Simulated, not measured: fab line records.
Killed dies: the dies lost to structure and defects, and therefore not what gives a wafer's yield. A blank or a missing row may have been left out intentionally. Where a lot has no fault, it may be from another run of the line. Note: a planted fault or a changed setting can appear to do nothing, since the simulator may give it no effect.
Chamber matching :: flow n5-finfet :: rie-diel-02 running N5_BEOL_M8_VIA_ETCH_34: 4 sister chambers
The step etches SiCOH lowk in C4F6/O2, target depth 125.5 nm, time 50.5 s. 8 wafers are shown with their chamber, then 8 later ones without.

## WAFERS, EACH WITH ITS CHAMBER
wafer: L076.5
chamber: 1
showerhead-plenum-p-Torr (Torr): 2.87
rf-vpp-V (V): 665

wafer: L077.3
chamber: 3
showerhead-plenum-p-Torr (Torr): 2.90
rf-vpp-V (V): 688

wafer: L077.6
chamber: 1
showerhead-plenum-p-Torr (Torr): 2.87
rf-vpp-V (V): 666

wafer: L080.5
chamber: 0
showerhead-plenum-p-Torr (Torr): 2.71
rf-vpp-V (V): 684

wafer: L081.3
chamber: 0
showerhead-plenum-p-Torr (Torr): 2.70
rf-vpp-V (V): 686

wafer: L081.4
chamber: 2
showerhead-plenum-p-Torr (Torr): 2.96
rf-vpp-V (V): 645

wafer: L081.6
chamber: 3
showerhead-plenum-p-Torr (Torr): 2.89
rf-vpp-V (V): 690

wafer: L085.3
chamber: 2
showerhead-plenum-p-Torr (Torr): 2.96
rf-vpp-V (V): 645

## WAFERS MISSING THEIR CHAMBER
wafer: L085.5
showerhead-plenum-p-Torr (Torr): 2.70
rf-vpp-V (V): 687

wafer: L085.6
showerhead-plenum-p-Torr (Torr): 2.86
rf-vpp-V (V): 666

wafer: L090.1
showerhead-plenum-p-Torr (Torr): 2.88
rf-vpp-V (V): 689

wafer: L090.3
showerhead-plenum-p-Torr (Torr): 2.95
rf-vpp-V (V): 645

wafer: L090.5
showerhead-plenum-p-Torr (Torr): 2.88
rf-vpp-V (V): 688

wafer: L096.1
showerhead-plenum-p-Torr (Torr): 2.85
rf-vpp-V (V): 663

wafer: L096.4
showerhead-plenum-p-Torr (Torr): 2.94
rf-vpp-V (V): 644

wafer: L096.5
showerhead-plenum-p-Torr (Torr): 2.85
rf-vpp-V (V): 663

## WHICH CHAMBER EACH WENT THROUGH
wafer: L085.5
from the rows above: 0
in truth: 0

wafer: L085.6
from the rows above: 1
in truth: 1

wafer: L090.1
from the rows above: 3
in truth: 3

wafer: L090.3
from the rows above: 2
in truth: 2

wafer: L090.5
from the rows above: 3
in truth: 3

wafer: L096.1
from the rows above: 1
in truth: 1

wafer: L096.4
from the rows above: 2
in truth: 2

wafer: L096.5
from the rows above: 1
in truth: 1
8 of 8 placed correctly. From these rows, 0 cannot be placed. Wrongly placed: 0.
How it was worked out, from the rows above alone: a wafer's distance from a chamber is the root of the sum, over the readings, of the square of ((its reading less the chamber's mean) divided by the reading's scatter). The wafer belongs to the nearest chamber; if the next one is less than 2 further off, it can't be placed. For every chamber, the mean is computed from those of its wafers that are shown. The scatter is the square root of a quotient: the sum, over the shown wafers, of each reading's squared deviation from its chamber's mean, divided by wafers minus chambers.
